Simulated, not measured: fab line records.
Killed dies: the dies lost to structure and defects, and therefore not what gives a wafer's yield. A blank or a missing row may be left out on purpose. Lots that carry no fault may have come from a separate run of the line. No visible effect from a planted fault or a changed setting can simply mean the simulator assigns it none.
Which tool did it? :: flow n5-finfet :: 32 wafers from 11 lots sampled at 3 of the route's 1938 steps

== WHAT EACH GAUGE READ, for each wafer ==
N5_BEOL_M4_RC_MEAS_101. Usual: DIBL_N 35.8 mV/V, standard deviation 1.6; DIBL_P 36.0 mV/V, standard deviation 1.9; IOFF_N 0.151 nA/um, standard deviation 0.029; IOFF_P 0.21 nA/um, standard deviation 0.037; ION_N 673 uA/um, standard deviation 12; ION_P 463 uA/um, standard deviation 7.3; SS_N 71.5 mV/dec, standard deviation 0.58; SS_P 73.2 mV/dec, standard deviation 0.61; VT_N 251 mV, standard deviation 3.3; VT_P -250 mV, standard deviation 3.3.
lot: L586
measured: day 7 18:14
on: prober-02
DIBL_N (mV/V): 35.4 36.9 38.8
DIBL_P (mV/V): 34.9 35.9 37.9
IOFF_N (nA/um): 0.115 0.139 0.175
IOFF_P (nA/um): 0.18 0.19 0.23
ION_N (uA/um): 662 667 679
ION_P (uA/um): 461 463 462
SS_N (mV/dec): 70.7 71.1 72.4
SS_P (mV/dec): 72.2 72.0 73.5
VT_N (mV): 256 254 250
VT_P (mV): -253 -251 -250
flag: 

lot: L589
measured: day 9 12:37
on: prober-01
DIBL_N (mV/V): 37.9 35.4 36.3
DIBL_P (mV/V): 38.3 34.5 35.2
IOFF_N (nA/um): 0.189 0.134 0.162
IOFF_P (nA/um): 0.27 0.20 0.22
ION_N (uA/um): 690 679 677
ION_P (uA/um): 472 465 466
SS_N (mV/dec): 71.9 71.2 70.9
SS_P (mV/dec): 74.3 73.4 73.4
VT_N (mV): 247 251 248
VT_P (mV): -244 -248 -247
flag: 

lot: L592
measured: day 9 13:09
on: prober-02
DIBL_N (mV/V): 36.1 37.2 37.6
DIBL_P (mV/V): 36.8 37.7 38.2
IOFF_N (nA/um): 0.167 0.183 0.205
IOFF_P (nA/um): 0.26 0.29 0.31
ION_N (uA/um): 682 678 691
ION_P (uA/um): 469 469 478
SS_N (mV/dec): 71.8 71.8 72.7
SS_P (mV/dec): 73.0 73.2 73.7
VT_N (mV): 248 248 246
VT_P (mV): -249 -244 -241
flag: 

lot: L591
measured: day 9 14:28
on: prober-01
DIBL_N (mV/V): 34.5 35.4 36.9
DIBL_P (mV/V): 34.6 34.6 37.2
IOFF_N (nA/um): 0.125 0.136 0.161
IOFF_P (nA/um): 0.16 0.17 0.20
ION_N (uA/um): 674 672 676
ION_P (uA/um): 456 459 455
SS_N (mV/dec): 70.6 71.2 71.5
SS_P (mV/dec): 73.4 72.7 73.4
VT_N (mV): 254 253 252
VT_P (mV): -256 -255 -249
flag: 

lot: L597
measured: day 11 02:07
on: prober-01
DIBL_N (mV/V): 36.4 35.8
DIBL_P (mV/V): 37.1 38.3
IOFF_N (nA/um): 0.156 0.156
IOFF_P (nA/um): 0.18 0.19
ION_N (uA/um): 678 677
ION_P (uA/um): 456 463
SS_N (mV/dec): 71.5 71.2
SS_P (mV/dec): 73.6 73.4
VT_N (mV): 251 250
VT_P (mV): -258 -252
flag: 

lot: L598
measured: day 11 09:23
on: prober-02
DIBL_N (mV/V): 34.1 35.6 34.4
DIBL_P (mV/V): 33.3 35.7 35.0
IOFF_N (nA/um): 0.110 0.138 0.121
IOFF_P (nA/um): 0.15 0.17 0.17
ION_N (uA/um): 647 674 664
ION_P (uA/um): 447 459 455
SS_N (mV/dec): 71.5 71.9 70.9
SS_P (mV/dec): 72.4 73.0 73.3
VT_N (mV): 252 251 253
VT_P (mV): -255 -252 -253
flag: 

lot: L600
measured: day 11 21:02
on: prober-02
DIBL_N (mV/V): 38.4 37.6 35.3
DIBL_P (mV/V): 38.4 36.6 34.5
IOFF_N (nA/um): 0.191 0.158 0.130
IOFF_P (nA/um): 0.24 0.20 0.18
ION_N (uA/um): 689 674 651
ION_P (uA/um): 473 455 448
SS_N (mV/dec): 71.1 71.8 71.3
SS_P (mV/dec): 73.7 73.1 73.1
VT_N (mV): 247 251 252
VT_P (mV): -250 -252 -252
flag: 

lot: L601
measured: day 12 12:33
on: prober-02
DIBL_N (mV/V): 36.8 38.9 37.2
DIBL_P (mV/V): 38.4 39.4 39.1
IOFF_N (nA/um): 0.179 0.191 0.189
IOFF_P (nA/um): 0.24 0.25 0.25
ION_N (uA/um): 691 688 680
ION_P (uA/um): 479 467 473
SS_N (mV/dec): 71.9 72.7 71.8
SS_P (mV/dec): 73.8 74.2 73.2
VT_N (mV): 248 248 246
VT_P (mV): -248 -246 -246
flag: 

lot: L602
measured: day 12 14:29
on: prober-02
DIBL_N (mV/V): 35.2 38.9 35.8
DIBL_P (mV/V): 33.6 39.2 35.5
IOFF_N (nA/um): 0.151 0.229 0.163
IOFF_P (nA/um): 0.21 0.31 0.24
ION_N (uA/um): 688 695 678
ION_P (uA/um): 470 476 470
SS_N (mV/dec): 71.8 71.9 72.0
SS_P (mV/dec): 73.0 74.0 73.4
VT_N (mV): 250 244 248
VT_P (mV): -247 -245 -246
flag: 

lot: L606
measured: day 13 10:53
on: prober-01
DIBL_N (mV/V): 34.1 38.7 34.6
DIBL_P (mV/V): 35.2 39.7 37.3
IOFF_N (nA/um): 0.132 0.234 0.162
IOFF_P (nA/um): 0.18 0.26 0.22
ION_N (uA/um): 647 708 687
ION_P (uA/um): 459 469 470
SS_N (mV/dec): 71.3 72.9 72.3
SS_P (mV/dec): 73.8 74.2 73.6
VT_N (mV): 253 244 246
VT_P (mV): -253 -247 -254
flag: 

lot: L607
measured: day 13 18:34
on: prober-01
DIBL_N (mV/V): 37.7 36.0 35.0
DIBL_P (mV/V): 38.0 36.1 33.9
IOFF_N (nA/um): 0.210 0.178 0.142
IOFF_P (nA/um): 0.29 0.24 0.20
ION_N (uA/um): 692 681 678
ION_P (uA/um): 477 473 467
SS_N (mV/dec): 72.4 71.2 71.7
SS_P (mV/dec): 73.5 73.3 72.5
VT_N (mV): 247 246 250
VT_P (mV): -245 -248 -250
flag: 

N5_BEOL_M5_CD_MEAS_18: pitch 56 nm, target cd 28 nm. Usual: cd-nm reads 27.9 nm (standard deviation 0.39).
lot: L586
measured: day 7 21:34
on: cd-sem-02
cd-nm (nm): 27.7 28.3 27.3
flag: 

lot: L589
measured: day 9 15:20
on: cd-sem-01
cd-nm (nm): 27.8 27.6 27.7
flag: 

lot: L592
measured: day 9 15:29
on: cd-sem-03
cd-nm (nm): 27.9 28.1 28.0
flag: 

lot: L591
measured: day 9 18:29
on: cd-sem-03
cd-nm (nm): 27.7 27.7 27.7
flag: 

lot: L597
measured: day 11 05:25
on: cd-sem-03
cd-nm (nm): 28.6 28.5
flag: 

lot: L598
measured: day 11 14:15
on: cd-sem-01
cd-nm (nm): 27.5 27.4 27.1
flag: 

lot: L600
measured: day 12 00:09
on: cd-sem-02
cd-nm (nm): 28.1 27.8 28.4
flag: 

lot: L601
measured: day 12 17:35
on: cd-sem-01
cd-nm (nm): 27.7 27.7 27.5
flag: 

lot: L602
measured: day 12 18:32
on: cd-sem-02
cd-nm (nm): 28.1 27.8 27.9
flag: 

lot: L606
measured: day 13 13:33
on: cd-sem-02
cd-nm (nm): 27.7 28.0 27.8
flag: 

lot: L607
measured: day 13 22:05
on: cd-sem-01
cd-nm (nm): 28.4 28.2 28.0
flag: 

== WHICH TOOL RAN EACH LOT (tool, then ch and the chambers of the sampled wafers, then the start) ==
lot: L586
N5_BEOL_M5_DESCUM_16: rie-diel-01 ch 1,2,3, day 7 21:01

lot: L589
N5_BEOL_M5_DESCUM_16: rie-diel-05 ch 2,3, day 9 14:46

lot: L592
N5_BEOL_M5_DESCUM_16: rie-diel-01 ch 0,1,2, day 9 15:02

lot: L591
N5_BEOL_M5_DESCUM_16: rie-diel-01 ch 1,2,3, day 9 17:55

lot: L597
N5_BEOL_M5_DESCUM_16: rie-diel-05 ch 1, day 11 04:49

lot: L598
N5_BEOL_M5_DESCUM_16: rie-diel-06 ch 0,1,3, day 11 13:40

lot: L600
N5_BEOL_M5_DESCUM_16: rie-diel-01 ch 1,2,3, day 11 23:43

lot: L601
N5_BEOL_M5_DESCUM_16: rie-diel-06 ch 1,2,3, day 12 17:01

lot: L602
N5_BEOL_M5_DESCUM_16: rie-diel-05 ch 0,2,3, day 12 17:58

lot: L606
N5_BEOL_M5_DESCUM_16: rie-diel-06 ch 0,1, day 13 13:07

lot: L607
N5_BEOL_M5_DESCUM_16: rie-diel-06 ch 0,2,3, day 13 21:38
- N5_BEOL_M5_DESCUM_16: chemistry O2, time 7 s.

== WHAT THE TOOLS THEMSELVES READ (means of the sampled wafers that have a number; where no wafer has one, the mark that the record gives instead) ==
N5_BEOL_M5_DESCUM_16. Usual: drypump-motor-current-A 5.9 A, standard deviation 0.44; oes-product-au 0.77 a.u., standard deviation 0.078; rf-vpp-V 243.4 V, standard deviation 1.6; showerhead-plenum-p-Torr 2.11 Torr, standard deviation 0.086; throttle-valve-pct 20.43 %, standard deviation 0.21.
lot: L586
tool: rie-diel-01
drypump-motor-current-A (A): 6.1
oes-product-au (a.u.): 0.75
rf-vpp-V (V): 243.5
showerhead-plenum-p-Torr (Torr): 2.12
throttle-valve-pct (%): 20.21
flag: 

lot: L589
tool: rie-diel-05
drypump-motor-current-A (A): 5.7
oes-product-au (a.u.): 0.71
rf-vpp-V (V): 244.5
showerhead-plenum-p-Torr (Torr): 2.17
throttle-valve-pct (%): 20.63
flag: 

lot: L592
tool: rie-diel-01
drypump-motor-current-A (A): 6.1
oes-product-au (a.u.): 0.77
rf-vpp-V (V): 243.7
showerhead-plenum-p-Torr (Torr): 2.13
throttle-valve-pct (%): 20.31
flag: 

lot: L591
tool: rie-diel-01
drypump-motor-current-A (A): 6.1
oes-product-au (a.u.): 0.74
rf-vpp-V (V): 244.2
showerhead-plenum-p-Torr (Torr): 2.11
throttle-valve-pct (%): 20.23
flag: 

lot: L597
tool: rie-diel-05
drypump-motor-current-A (A): 6.1
oes-product-au (a.u.): 0.69
rf-vpp-V (V): 240.0
showerhead-plenum-p-Torr (Torr): 1.96
throttle-valve-pct (%): 20.04
flag: 

lot: L598
tool: rie-diel-06
drypump-motor-current-A (A): 5.7
oes-product-au (a.u.): 0.86
rf-vpp-V (V): 244.3
showerhead-plenum-p-Torr (Torr): 2.16
throttle-valve-pct (%): 20.48
flag: 

lot: L600
tool: rie-diel-01
drypump-motor-current-A (A): 6.1
oes-product-au (a.u.): 0.73
rf-vpp-V (V): 242.8
showerhead-plenum-p-Torr (Torr): 2.11
throttle-valve-pct (%): 20.26
flag: 

lot: L601
tool: rie-diel-06
drypump-motor-current-A (A): 6.2
oes-product-au (a.u.): 0.75
rf-vpp-V (V): 242.8
showerhead-plenum-p-Torr (Torr): 2.10
throttle-valve-pct (%): 20.45
flag: 

lot: L602
tool: rie-diel-05
drypump-motor-current-A (A): 5.6
oes-product-au (a.u.): 0.80
rf-vpp-V (V): 243.5
showerhead-plenum-p-Torr (Torr): 2.10
throttle-valve-pct (%): 20.56
flag: 

lot: L606
tool: rie-diel-06
drypump-motor-current-A (A): 5.2
oes-product-au (a.u.): 0.89
rf-vpp-V (V): 245.1
showerhead-plenum-p-Torr (Torr): 2.20
throttle-valve-pct (%): 20.58
flag: 

lot: L607
tool: rie-diel-06
drypump-motor-current-A (A): 5.9
oes-product-au (a.u.): 0.80
rf-vpp-V (V): 243.8
showerhead-plenum-p-Torr (Torr): 2.14
throttle-valve-pct (%): 20.57
flag: 

== THE ANSWER, worked out from the rows above alone ==
Rule: take the mean of a lot's wafers that have a number; if it is more than 3 standard deviations from the usual mean, the lot is off. Also off: a lot with no number at a reading for which 4 or more lots have one. The other lots that the step has rows for count as sound. After the gauges, taken in route order, come the tools' own readings; for these a lot's mean is taken, as printed above. The first step at which some lot is off is used, and at that step the reading that is off furthest; a lot without a number counts as furthest.
None of the lots is off at any reading shown; this tells nothing.

== WHAT THE SIMULATOR HAD INSERTED ==
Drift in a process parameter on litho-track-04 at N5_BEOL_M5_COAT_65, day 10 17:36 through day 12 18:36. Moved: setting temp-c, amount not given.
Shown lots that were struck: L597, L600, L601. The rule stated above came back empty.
